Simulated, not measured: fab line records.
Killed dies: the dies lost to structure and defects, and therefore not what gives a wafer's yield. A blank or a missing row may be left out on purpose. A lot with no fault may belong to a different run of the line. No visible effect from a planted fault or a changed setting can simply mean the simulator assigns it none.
Chamber matching || flow n5Finfet || N5_BEOL_M10_ETCH_61 on rieDiel-01 has 4 sister chambers
The step etches SiARC in CF4, target depth 39 nm, time 65 s. 4 wafers are shown with their chamber, then 10 later ones without.

## WAFERS, EACH WITH ITS CHAMBER
{"wafer": "L086.3", "chamber": 3, "drypumpMotorCurrentA (A)": 5.2}
{"wafer": "L086.4", "chamber": 1, "drypumpMotorCurrentA (A)": 5.6}
{"wafer": "L083.3", "chamber": 0, "drypumpMotorCurrentA (A)": 6.5}
{"wafer": "L083.4", "chamber": 2, "drypumpMotorCurrentA (A)": 4.9}

## WAFERS MISSING THEIR CHAMBER
{"wafer": "L083.5", "drypumpMotorCurrentA (A)": 5.7}
{"wafer": "L090.2", "drypumpMotorCurrentA (A)": 6.5}
{"wafer": "L090.3", "drypumpMotorCurrentA (A)": 5.0}
{"wafer": "L090.6", "drypumpMotorCurrentA (A)": 5.1}
{"wafer": "L092.1", "drypumpMotorCurrentA (A)": 5.2}
{"wafer": "L092.2", "drypumpMotorCurrentA (A)": 5.0}
{"wafer": "L092.6", "drypumpMotorCurrentA (A)": 5.2}
{"wafer": "L091.1", "drypumpMotorCurrentA (A)": 5.0}
{"wafer": "L091.3", "drypumpMotorCurrentA (A)": 5.2}
{"wafer": "L091.6", "drypumpMotorCurrentA (A)": 6.5}

## CHAMBER TAKEN BY EACH
{"wafer": "L083.5", "from the rows above": 1, "in truth": 1}
{"wafer": "L090.2", "from the rows above": 0, "in truth": 0}
{"wafer": "L090.3", "from the rows above": "can't be placed: 2 or 3", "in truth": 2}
{"wafer": "L090.6", "from the rows above": "can't be placed: 3 or 2", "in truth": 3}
{"wafer": "L092.1", "from the rows above": 3, "in truth": 3}
{"wafer": "L092.2", "from the rows above": "can't be placed: 2 or 3", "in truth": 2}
{"wafer": "L092.6", "from the rows above": 3, "in truth": 3}
{"wafer": "L091.1", "from the rows above": "can't be placed: 2 or 3", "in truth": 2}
{"wafer": "L091.3", "from the rows above": 3, "in truth": 3}
{"wafer": "L091.6", "from the rows above": 0, "in truth": 0}
Placed correctly: 6 of 10. These rows do not allow placing 4 (true chamber among the candidates in 4). 0 placed wrongly.
How it was worked out, from the rows above alone: a wafer's distance from a chamber is the root of the sum, over the readings, of the square of ((its reading less the chamber's mean) divided by the reading's scatter). If the next closest chamber is less than 2 further off than the closest, the wafer can't be placed; otherwise it belongs to the closest. For every chamber, the mean is computed from those of its wafers that are shown. The scatter: with one shown wafer a chamber, the root of the mean of the squares of how far each hidden wafer lies from its nearest shown one.
